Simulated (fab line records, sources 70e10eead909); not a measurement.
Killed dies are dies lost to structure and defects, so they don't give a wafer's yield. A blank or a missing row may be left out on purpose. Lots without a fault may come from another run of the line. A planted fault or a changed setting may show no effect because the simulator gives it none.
A struck lot beside a sound one | flow nand_harc | 14 steps out of a route of 1159
Sound: wafers L734.1, L734.2, L734.6. Struck: wafer L749.5. (L749.1, L749.4 of the same lot were not struck and are left out.) The cause comes at the end.
At each step with rows: each side's tool, then ch and its chambers, then its first start. Under that, the readings that differ: sound wafers | struck wafers | difference of the means | sigmas: that difference in standard deviations of wafers without a fault.
alike: readings whose means differ by less than 2 such deviations, and words and numbers that are the same on both sides. not compared: withheld readings, readings that some wafer has no value for, bounds like >300 that may hide the same value, and numbers for which the record gives no deviation and whose values overlap.
The two part at a step that has a row with sigmas, a row that says differs or no value, or rows on one side only. Numbers that don't overlap but have no deviation are shown without sigmas and don't part them. A reading that every wafer of one side lacks parts them only if that side has two wafers or more.

first, 9 steps without rows for these wafers: NHARC_A_STAIRCASE_DEHYDRATE_281 (time 120 s); NHARC_A_STAIRCASE_HMDS_282 (time 30 s); NHARC_A_STAIRCASE_COAT_283; NHARC_A_STAIRCASE_SOFTBAKE_284 (time 170 s); NHARC_A_STAIRCASE_EBR_285; NHARC_A_STAIRCASE_EXPOSE_286 (exposes mask CHOP 100); NHARC_A_STAIRCASE_PEB_287 (peb time 130 s); NHARC_A_STAIRCASE_DEVELOP_288 (time 140 s); NHARC_A_STAIRCASE_HARDBAKE_290 (time 140 s).
NHARC_A_STAIRCASE_DESCUM_291: chemistry O2, time 3 s.
  sound on rie_diel-01 ch 0,1,2, day 12 15:19; struck on rie_diel-01 ch 3, day 15 21:58
  alike: drypump_motor_current_A, oes_product_au, rf_vpp_V, showerhead_plenum_p_Torr, throttle_valve_pct
  not compared: rf_hours_counter_h
NHARC_A_STAIRCASE_ETCH_292: etches the open film in CF4/CHF3.
  sound on rie_diel-01 ch 1,2,3, day 12 15:24; struck on rie_diel-01 ch 3, day 15 22:04
  alike: drypump_motor_current_A, oes_product_au, rf_vpp_V, showerhead_plenum_p_Torr, throttle_valve_pct
  not compared: rf_hours_counter_h
NHARC_A_STAIRCASE_HM_OPEN_460: chemistry O2/COS.
  sound on rie_diel-01 ch 0,2,3, day 12 15:31; struck on rie_diel-01 ch 1, day 15 22:14
  reading               | sound             | struck | difference | sigmas
  oes_product_au (a.u.) | 0.990 1.004 1.003 | 0.927  | -0.072     | -12
  alike: cos_flow_sccm, drypump_motor_current_A, rf_vpp_V, showerhead_plenum_p_Torr, throttle_valve_pct
  not compared: rf_hours_counter_h
then, 1 step without rows for these wafers: NHARC_A_STAIRCASE_STRIP_461 (strips in O2/COS).
-- the record jumps here: 8 days lie between the struck wafers' starts before and after (it left off in module A_STAIRCASE and takes up again in module END, whose first step shown is number 1159 of the route) --
NHARC_END_SORT_01:
  sound on prober-01 ch 0, day 20 01:42; struck on prober-02 ch 0, day 23 21:25
  reading         | sound    | struck | difference | sigmas
  killed_at_array | 13 32 24 | 654    | +631       | +85
  killed_dies     | 13 33 26 | 657    | +633       | +79
  alike: killed_at_other, killed_at_periphery, killed_open, killed_short

WHERE THEY PART
First at NHARC_A_STAIRCASE_HM_OPEN_460; last, within this record, at NHARC_END_SORT_01.

WHY: what the simulator had put in
Process parameter drift: rie_diel-01, from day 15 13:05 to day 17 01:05, at NHARC_A_STAIRCASE_HM_OPEN_460. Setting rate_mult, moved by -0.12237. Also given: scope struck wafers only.
